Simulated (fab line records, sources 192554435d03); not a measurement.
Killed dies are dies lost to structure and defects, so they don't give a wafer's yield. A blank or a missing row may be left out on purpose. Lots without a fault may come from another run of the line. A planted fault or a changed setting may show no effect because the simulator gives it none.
Problem report in the 8D (eight disciplines) form, filled by code | flow n5_finfet | the parts of the form that need people (team, actions taken, sign-off) are left out

1. THE PROBLEM
etch_rf_on_time_s at N5_GATE_CUT_CUT_ETCH_54 reads a mean of 21.4 s on 6 wafers of 2 lots; wafers without a fault read 36.2 s with a standard deviation of 0.86. That is -17 standard deviations from the usual mean.
The step: etches TiN in Cl2/BCl3, target depth 96.7 nm.
First seen on wafer L892.1, day 6 00:41, on rie_metal-02. The record holds 35 wafers of 12 lots with a number at this step. Rule for "out", or "out of limits": more than 4 standard deviations from the usual mean. The other wafers with a number count as sound.

2. WHAT IT IS AND WHAT IT IS NOT
question                    | is                     | is not
which readings at this step | etch_rf_on_time_s      | drypump_motor_current_A, throttle_valve_pct
which lots                  | L892, L894             | L886, L889, L893, L896, L901, L902, L903, L905, L907, L909
which wafers of those lots  | all that have a number | -
read on which tools         | rie_metal-02           | rie_metal-01, rie_metal-03
when                        | from day 6 00:41       | up to then (5 sound wafers); but 24 sound wafers of L893, L896, L901, L902, L903, L905, L907, L909 came after

3. SUSPECTS, AND WHAT RULES EACH OUT
Counting: a tool at a process step up to the reading stays a suspect if it ran every lot that is out and no sound lot after the first of them.
- rie_metal-02 at N5_GATE_CUT_CUT_ETCH_54 (etches TiN in Cl2/BCl3, target depth 96.7 nm): kept. It ran every lot that is out, first L892 (day 6 00:41), and no sound lot after that; its last sound lot up to then is L889 (day 5 12:54). Its own readings are out on those wafers: etch_rf_on_time_s.
Left after counting: rie_metal-02 at N5_GATE_CUT_CUT_ETCH_54.

4. THE CAUSE (what the simulator had put in)
Process parameter drift: rie_metal-02, from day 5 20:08 on, at N5_GATE_CUT_CUT_ETCH_54. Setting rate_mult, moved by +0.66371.
Counting left only this tool.

5. THE CHAIN OF EFFECTS, in route order
Each row: a reading whose mean over the struck wafers that have a number lies more than 3 standard deviations from the usual. Only readings for which the record gives a usual standard deviation are gone through. hours: the time from each lot's start at the first step in this table that gives one to its start at this step, as a median over the lots. sigmas: the change in usual standard deviations.
hours | step                    | reading           | usual  | on struck wafers | change | sigmas
0     | N5_GATE_CUT_CUT_ETCH_54 | etch_rf_on_time_s | 36.2 s | 21.4             | -14.8  | -17
The process steps in it:
- N5_GATE_CUT_CUT_ETCH_54: etches TiN in Cl2/BCl3, target depth 96.7 nm.

6. WHAT WOULD HAVE CAUGHT IT SOONER
In this record the first reading out of limits was taken at day 6 00:41, 5 hours after the fault began at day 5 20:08.
